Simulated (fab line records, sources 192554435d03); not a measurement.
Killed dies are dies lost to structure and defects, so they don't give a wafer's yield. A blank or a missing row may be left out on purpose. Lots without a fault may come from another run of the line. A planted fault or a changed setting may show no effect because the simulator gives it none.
Split-lot experiment | flow n5_finfet | 7 lots, 39 wafers read, on a route of 1938 steps

THE SPLIT
At N5_PASSIVATION_DEVELOP_29 (develop time 60 s), the setting develop_time_s was moved away from the recipe's 60 s on 9 of the 39 wafers read, by -55.5% to -31.3%. The other wafers ran this setting at the recipe's value.

FROM THE SPLIT TO THE READING: what the file shows between them, 1 step
- N5_PASSIVATION_HARDBAKE_31: time 120 s

THE READING
cd_nm, in nm, at N5_PASSIVATION_CD_MEAS_30 (target cd 4000 nm). Fault-free wafers of this fab line usually give 4001.4 nm, standard deviation 1.9 nm.

wafer  | tool, chamber at the split | develop_time_s as run, s | against the recipe | cd_nm, nm | against lot-mates on the recipe
L079.1 | litho_track-03, 0          | 60                       | recipe             | 3999.8    | -
L079.2 | litho_track-03, 0          | 60                       | recipe             | 4000.4    | -
L079.3 | litho_track-03, 0          | 60                       | recipe             | 4000.0    | -
L079.4 | litho_track-03, 0          | 60                       | recipe             | 3998.6    | -
L079.5 | litho_track-03, 0          | 60                       | recipe             | 3998.6    | -
L079.6 | litho_track-03, 0          | 60                       | recipe             | 3998.5    | -
L081.1 | litho_track-01, 0          | 60                       | recipe             | 3999.4    | -
L081.2 | litho_track-01, 0          | 60                       | recipe             | 4001.3    | -
L081.3 | litho_track-01, 0          | 60                       | recipe             | 3999.2    | -
L081.4 | litho_track-01, 0          | 60                       | recipe             | 4002.7    | -
L081.5 | litho_track-01, 0          | 60                       | recipe             | 4001.6    | -
L081.6 | litho_track-01, 0          | 60                       | recipe             | 4004.9    | -
L080.1 | litho_track-01, 0          | 60                       | recipe             | 4003.5    | -
L080.2 | litho_track-01, 0          | 41.21                    | -31.3%             | 3995.6    | -8.6
L080.3 | litho_track-01, 0          | 60                       | recipe             | 4005.1    | -
L080.4 | litho_track-01, 0          | 41.21                    | -31.3%             | 3994.9    | -9.3
L080.5 | litho_track-01, 0          | 60                       | recipe             | 4003.9    | -
L080.6 | litho_track-01, 0          | 41.21                    | -31.3%             | 3993.4    | -10.8
L086.1 | litho_track-01, 0          | 60                       | recipe             | 4000.9    | -
L086.2 | litho_track-01, 0          | 60                       | recipe             | 3999.9    | -
L086.3 | litho_track-01, 0          | 60                       | recipe             | 3999.5    | -
L086.4 | litho_track-01, 0          | 39.26                    | -34.6%             | 3989.2    | -10.9
L086.5 | litho_track-01, 0          | 39.26                    | -34.6%             | 3994.4    | -5.7
L086.6 | litho_track-01, 0          | 39.26                    | -34.6%             | 3992.6    | -7.5
L091.1 | litho_track-01, 0          | 60                       | recipe             | 3998.5    | -
L091.2 | litho_track-01, 0          | 60                       | recipe             | 4000.7    | -
L091.3 | litho_track-01, 0          | 60                       | recipe             | 3998.3    | -
L091.4 | litho_track-01, 0          | 60                       | recipe             | 4002.9    | -
L091.5 | litho_track-01, 0          | 60                       | recipe             | 4000.5    | -
L091.6 | litho_track-01, 0          | 60                       | recipe             | 4003.8    | -
L093.1 | litho_track-01, 0          | 60                       | recipe             | 4002.9    | -
L093.5 | litho_track-01, 0          | 60                       | recipe             | 4000.6    | -
L093.6 | litho_track-01, 0          | 60                       | recipe             | 4001.6    | -
L096.1 | litho_track-05, 0          | 60                       | recipe             | 4004.6    | -
L096.2 | litho_track-05, 0          | 26.73                    | -55.5%             | 3986.4    | -16.2
L096.3 | litho_track-05, 0          | 60                       | recipe             | 4002.6    | -
L096.4 | litho_track-05, 0          | 26.73                    | -55.5%             | 3987.1    | -15.5
L096.5 | litho_track-05, 0          | 60                       | recipe             | 4000.6    | -
L096.6 | litho_track-05, 0          | 26.73                    | -55.5%             | 3984.8    | -17.8

THE FIT
A straight line over all 39 wafers: cd_nm changes by +0.26 nm for each +1% of develop_time_s; r = +0.92; the points scatter about the line by 2 nm.
The same after taking each lot's own level away (the mean of its wafers on the recipe; 39 wafers): +0.285 nm for each +1%; r = +0.96; scatter 1.6 nm.
On that fit, the largest move of develop_time_s shifts the reading by 16 nm.
The lots' own levels span 3999.32 to 4004.17 nm, that is 2.6 times the standard deviation above.
So the lot-to-lot level changes the slope little: the two slopes agree.
Check: with one of the wafers moved furthest among these (-55.5%) left out of the fit, the line predicts -15.7 nm for it against its lot-mates. It came out at -16.2 nm against them.

OTHER SPLITS ON THESE WAFERS
These wafers also went through other splits before the reading. Each is held against what the fit with the lots' levels taken away leaves over:
other split on the same wafers | wafers away from the commonest value | r with cd_nm (lot level and that fit taken away)
N5_BEOL_M14_ETCH_59 time_s     | 9                                    | +0.02

THE FILE'S OWN FIT
cd_nm changes by +0.284 nm for each +1% of develop_time_s, r = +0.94.
